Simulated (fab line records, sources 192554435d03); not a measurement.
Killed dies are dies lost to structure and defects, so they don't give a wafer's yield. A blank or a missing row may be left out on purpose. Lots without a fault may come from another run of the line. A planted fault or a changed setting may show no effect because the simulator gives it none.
Chamber matching | flow n5_finfet | N5_BEOL_M3_STRIP_66 on rie_diel-05: 4 sister chambers
The step strips in CF4. 20 wafers are shown with their chamber, then 10 later ones without.

WAFERS WITH THEIR CHAMBER
wafer  | chamber | showerhead_plenum_p_Torr (Torr) | drypump_motor_current_A (A) | throttle_valve_pct (%)
L074.3 | 3       | 1.87                            | 5.8                         | 13.78
L074.4 | 1       | 1.72                            | 6.1                         | 13.45
L074.5 | 3       | 1.87                            | 5.8                         | 13.77
L076.1 | 2       | 1.83                            | 5.6                         | 13.82
L076.4 | 1       | 1.72                            | 6.1                         | 13.49
L076.6 | 2       | 1.83                            | 5.6                         | 13.80
L077.3 | 1       | 1.72                            | 6.1                         | 13.49
L077.5 | 0       | 1.73                            | 5.6                         | 13.78
L077.6 | 3       | 1.87                            | 5.8                         | 13.80
L081.1 | 1       | 1.71                            | 6.1                         | 13.50
L081.5 | 0       | 1.73                            | 5.5                         | 13.79
L081.6 | 1       | 1.71                            | 6.1                         | 13.50
L082.2 | 2       | 1.83                            | 5.6                         | 13.81
L082.3 | 3       | 1.87                            | 5.8                         | 13.81
L082.6 | 3       | 1.87                            | 5.8                         | 13.82
L084.1 | 2       | 1.83                            | 5.6                         | 13.82
L084.3 | 1       | 1.71                            | 6.1                         | 13.51
L084.4 | 0       | 1.73                            | 5.5                         | 13.82
L085.1 | 0       | 1.73                            | 5.6                         | 13.81
L085.4 | 2       | 1.83                            | 5.6                         | 13.84

SIGNATURES (means of the wafers above)
reading                  | chamber 0 | chamber 1 | chamber 2 | chamber 3 | scatter within a chamber
showerhead_plenum_p_Torr | 1.7300    | 1.7150    | 1.8300    | 1.8700    | 0.00306
drypump_motor_current_A  | 5.550     | 6.100     | 5.600     | 5.800     | 0.025
throttle_valve_pct       | 13.8000   | 13.4900   | 13.8180   | 13.7960   | 0.019
Rule: a wafer's distance from a chamber is the root of the sum, over the readings, of the square of ((its reading less the chamber's mean) divided by the reading's scatter). The wafer belongs to the nearest chamber; if the next one is less than 2 further off, it can't be placed. The scatter: the root of (the sum of the squares of (reading less its chamber's mean) over the shown wafers, divided by (wafers less chambers)).

WAFERS WITHOUT THEIR CHAMBER
wafer  | showerhead_plenum_p_Torr (Torr) | drypump_motor_current_A (A) | throttle_valve_pct (%)
L085.6 | 1.71                            | 6.1                         | 13.52
L091.2 | 1.86                            | 5.8                         | 13.85
L091.3 | 1.73                            | 5.5                         | 13.85
L091.6 | 1.86                            | 5.8                         | 13.87
L093.1 | 1.86                            | 5.8                         | 13.85
L093.3 | 1.71                            | 6.1                         | 13.56
L093.6 | 1.86                            | 5.8                         | 13.87
L095.1 | 1.71                            | 6.1                         | 13.54
L095.3 | 1.86                            | 5.8                         | 13.87
L095.4 | 1.73                            | 5.5                         | 13.88

WHICH CHAMBER EACH WENT THROUGH
wafer  | from the rows above | in truth
L085.6 | 1                   | 1
L091.2 | 3                   | 3
L091.3 | 0                   | 0
L091.6 | 3                   | 3
L093.1 | 3                   | 3
L093.3 | 1                   | 1
L093.6 | 3                   | 3
L095.1 | 1                   | 1
L095.3 | 3                   | 3
L095.4 | 0                   | 0
Placed correctly: 10 of 10. Can't be placed from these rows: 0. Placed wrongly: 0.
